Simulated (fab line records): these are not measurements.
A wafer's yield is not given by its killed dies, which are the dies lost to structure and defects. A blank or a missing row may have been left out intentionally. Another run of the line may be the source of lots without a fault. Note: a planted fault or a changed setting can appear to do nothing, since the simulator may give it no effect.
Lot-split experiment | flow n5 finfet | 39 wafers read from 7 lots, route of 1938 steps

SPLIT DETAILS
At N5_DUMMY_GATE_ETCH_37 (etches SOC in N2/H2, target depth 60 nm, overetch 30 nm), the setting source w was moved away from the recipe's 840 W on 12 of the 39 wafers read, by -13.2% to +18.9%. This setting was run at the recipe's value on the other wafers.

Reading taken at the split's own step.

THE READING
rf vpp V, in V, at N5_DUMMY_GATE_ETCH_37 (etches SOC in N2/H2, target depth 60 nm, overetch 30 nm). Typical for fault-free wafers on this fab line: 523.8 V, with standard deviation 2.1 V.

wafer  | tool, chamber at the split | source w as run, W | against the recipe | rf vpp V, V | against lot-mates on the recipe
L077.1 | rie diel-04, 2             | 998.8              | +18.9%             | 494.0       | -31.4
L077.2 | rie diel-04, 1             | 840                | recipe             | 527.6       | -
L077.3 | rie diel-04, 0             | 998.8              | +18.9%             | 497.4       | -28.0
L077.4 | rie diel-04, 3             | 840                | recipe             | 522.5       | -
L077.5 | rie diel-04, 0             | 840                | recipe             | 526.1       | -
L077.6 | rie diel-04, 1             | 998.8              | +18.9%             | 497.4       | -28.0
L078.2 | rie diel-03, 3             | 840                | recipe             | 525.0       | -
L078.3 | rie diel-03, 1             | 840                | recipe             | 526.1       | -
L078.5 | rie diel-03, 2             | 840                | recipe             | 521.6       | -
L079.1 | rie diel-03, 2             | 880.9              | +4.9%              | 513.4       | -11.5
L079.2 | rie diel-03, 3             | 880.9              | +4.9%              | 517.0       | -7.9
L079.3 | rie diel-03, 0             | 840                | recipe             | 525.1       | -
L079.4 | rie diel-03, 1             | 840                | recipe             | 524.6       | -
L079.5 | rie diel-03, 1             | 840                | recipe             | 525.0       | -
L079.6 | rie diel-03, 2             | 880.9              | +4.9%              | 513.3       | -11.6
L080.1 | rie diel-03, 2             | 729.2              | -13.2%             | 545.8       | +21.8
L080.2 | rie diel-03, 1             | 729.2              | -13.2%             | 550.6       | +26.6
L080.3 | rie diel-03, 3             | 840                | recipe             | 524.3       | -
L080.4 | rie diel-03, 2             | 729.2              | -13.2%             | 545.8       | +21.8
L080.5 | rie diel-03, 1             | 840                | recipe             | 525.1       | -
L080.6 | rie diel-03, 3             | 840                | recipe             | 522.5       | -
L082.1 | rie diel-03, 0             | 840                | recipe             | 524.0       | -
L082.2 | rie diel-03, 2             | 884.6              | +5.3%              | 512.8       | -11.3
L082.3 | rie diel-03, 3             | 884.6              | +5.3%              | 515.8       | -8.3
L082.4 | rie diel-03, 1             | 840                | recipe             | 525.8       | -
L082.5 | rie diel-03, 2             | 840                | recipe             | 522.6       | -
L082.6 | rie diel-03, 3             | 884.6              | +5.3%              | 515.5       | -8.6
L095.1 | rie diel-01, 1             | 840                | recipe             | 520.3       | -
L095.2 | rie diel-01, 2             | 840                | recipe             | 524.2       | -
L095.3 | rie diel-01, 0             | 840                | recipe             | 524.9       | -
L095.4 | rie diel-01, 3             | 840                | recipe             | 522.4       | -
L095.5 | rie diel-01, 2             | 840                | recipe             | 523.2       | -
L095.6 | rie diel-01, 3             | 840                | recipe             | 522.5       | -
L097.1 | rie diel-04, 3             | 840                | recipe             | 521.6       | -
L097.2 | rie diel-04, 1             | 840                | recipe             | 526.4       | -
L097.3 | rie diel-04, 0             | 840                | recipe             | 527.1       | -
L097.4 | rie diel-04, 2             | 840                | recipe             | 522.8       | -
L097.5 | rie diel-04, 1             | 840                | recipe             | 528.0       | -
L097.6 | rie diel-04, 0             | 840                | recipe             | 525.6       | -

THE FIT
A straight line over all 39 wafers: rf vpp V changes by -1.6 V for each +1% of source w; r = -0.98; the points scatter about the line by 2.2 V.
The same after taking each lot's own level away (the mean of its wafers on the recipe; 39 wafers): -1.65 V for each +1%; r = -0.98; scatter 2 V.
On that fit, the largest move of source w shifts the reading by 31 V.
The lots' own levels span 522.92 to 525.40 V, that is 1.2 times the standard deviation above.
Hence the lot-to-lot level has little effect on the slope; both slopes agree.
Check: with one of the wafers moved furthest among these (+18.9%) left out of the fit, the line predicts -31 V for it against its lot-mates. Against them it came out at -31.4 V.
Tool readings at the split's step, against how far the setting was moved: rf vpp V r = -0.98.

THE OTHER SPLITS THESE WAFERS WENT THROUGH
Other splits were also applied to these wafers ahead of the reading. Each is held against what the fit with the lots' levels taken away leaves over:
other split on the same wafers     | wafers away from the commonest value | r with rf vpp V (lot level and that fit taken away)
N5_FIN_SAQP_HM_DEP_03 target thk a | 12                                   | -0.06
N5_FIN_SAQP_MANDREL_ETCH_22 icp w  | 15                                   | +0.02

FILE'S OWN FIT
rf vpp V changes by -1.65 V for each +1% of source w, r = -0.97.
